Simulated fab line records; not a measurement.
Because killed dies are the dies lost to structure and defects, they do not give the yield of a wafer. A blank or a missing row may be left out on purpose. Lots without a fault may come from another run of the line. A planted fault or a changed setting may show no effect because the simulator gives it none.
Problem report in the 8D (eight disciplines) form, filled by code / flow nand harc / the parts of the form that need people (team, actions taken, sign-off) are left out

== 1. PROBLEM STATEMENT ==
Wafers with no fault read 52 with a standard deviation of 18, whereas killed at array at NHARC_END_SORT_01 reads a mean of 670 on 1 wafer of 1 lot. That puts it +34 standard deviations away from the usual mean.
Seen first at day 28 13:36 on prober-02, wafer L614.5. Wafers with a number at this step in the record: 33, from 11 lots. The rule behind "out" and "out of limits": a value lying over 4 standard deviations away from the usual mean. All remaining wafers that have a number are taken as sound.

== 2. WHAT THIS IS AND IS NOT ==
question=which readings at this step | is=killed at array, killed dies | is not=killed at other, killed at periphery, killed open, killed short
question=which lots | is=L614 | is not=L603, L604, L616, L618, L621, L622, L623, L624, L625, L626
question=which wafers of those lots | is=L614.5 | is not=L614.3, L614.6
question=read on which gauges | is=prober-02 | is not=prober-01
question=when | is=from day 28 13:36 | is not=up to then (7 sound wafers); but 25 sound wafers of L614, L616, L618, L621, L622, L623, L624, L625, L626 came after

== 3. WHAT RULES OUT EACH SUSPECT ==
Counting: a tool at a process step up to the reading stays a suspect if it ran every lot that is out. Sound lots after the first of them don't rule it out here, since some wafers of a struck lot are sound.
- the gauge at NHARC_END_SORT_01 is ruled out. All the wafers that are out were read on prober-02, but those of them that NHARC_A_SGD_CUT_ETCH_58 has rows for are out there too, on other tools.
- rie diel-01 at NHARC_A_STAIRCASE_ETCHBACK_157 (etches the open film in CH3F/O2, target depth 90 nm, time 167.14 s): kept. It ran the lot that is out, L614 (day 23 08:11); its last sound lot up to then is L604 (day 19 13:02).
- rie diel-13 at NHARC_A_SGD_CUT_ETCH_58 (etches the open film in CF4, target depth 39 nm, time 65 s): kept. It ran the lot that is out, L614 (day 23 10:01); its last sound lot up to then is L604 (day 19 15:01). Its own readings are out on those wafers: run length s.
- rie diel-13 at NHARC_A_SGD_CUT_ETCH_15 (etches the open film in CH3F/O2, target depth 75 nm, time 64.3 s): kept. It ran the lot that is out, L614 (day 23 15:44); its last sound lot up to then is L604 (day 19 20:51). Because NHARC_A_SGD_CUT_ETCH_15 lacks a start for some lots, the hours and order of its lots are taken from NHARC_A_SGD_CUT_CMP_21.
- cmp-03 at NHARC_A_SGD_CUT_CMP_21 (polishes, target thk 148.19 nm): kept. It ran the lot that is out, L614 (day 23 15:44); its last sound lot up to then is L603 (day 19 11:34).
- At NHARC_A_SGD_CUT_ETCH_58, inside rie diel-13: chamber 0 took the wafers that are out, while their sound lot-mates went through chambers 1, 3.
- At NHARC_A_SGD_CUT_ETCH_15 on rie diel-13, chamber 1 took the sound wafers of the same lots and chamber 2 took the wafers that are out.
- At NHARC_A_SGD_CUT_CMP_21, inside cmp-03: chamber 3 took the wafers that are out, while their sound lot-mates went through chambers 0, 2.
Left after counting: rie diel-01 at NHARC_A_STAIRCASE_ETCHBACK_157, rie diel-13 at NHARC_A_SGD_CUT_ETCH_58, rie diel-13 at NHARC_A_SGD_CUT_ETCH_15, cmp-03 at NHARC_A_SGD_CUT_CMP_21.

== 4. THE CAUSE (what the simulator had put in) ==
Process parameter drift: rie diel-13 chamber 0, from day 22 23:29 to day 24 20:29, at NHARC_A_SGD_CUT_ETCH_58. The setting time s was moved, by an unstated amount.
Counting leaves 4 suspects; this tool is one of them.

== 5. SEQUENCE OF EFFECTS, ordered by route ==
Each row: a reading where the mean over the struck wafers with a number is more than 3 standard deviations away from the usual. Only readings whose record carries a usual standard deviation are examined. hours: median over the lots of the time between each lot's start at the first step of this table that gives one and its start at this step. sigmas: the change, counted in usual standard deviations.
hours=0; step=NHARC_A_SGD_CUT_ETCH_58; reading=run length s; usual=86.5 s; on struck wafers=50.2; change=-36.3; sigmas=-96
hours=124; step=NHARC_END_SORT_01; reading=killed at array; usual=52; on struck wafers=670; change=+618; sigmas=+34
hours=124; step=NHARC_END_SORT_01; reading=killed dies; usual=57; on struck wafers=677; change=+620; sigmas=+33
The process steps in it:
- NHARC_A_SGD_CUT_ETCH_58: etches the open film in CF4, target depth 39 nm, time 65 s.

== 6. HOW IT WOULD HAVE BEEN CAUGHT EARLIER ==
The first out-of-limits reading at a measuring or inspecting step in this record came at day 28 13:36, 134 hours after the fault's start at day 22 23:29.
At NHARC_A_SGD_CUT_ETCH_58, the tool's own readings (run length s) were out on each struck wafer the step has a row for, so an alarm limit on them would have fired on the first such wafer.
By day 28 13:36 the whole set of lots that are out, 1 in number, had already begun NHARC_A_SGD_CUT_ETCH_58 on rie diel-13. Had the tool been put on hold then, not one of them would have been saved.
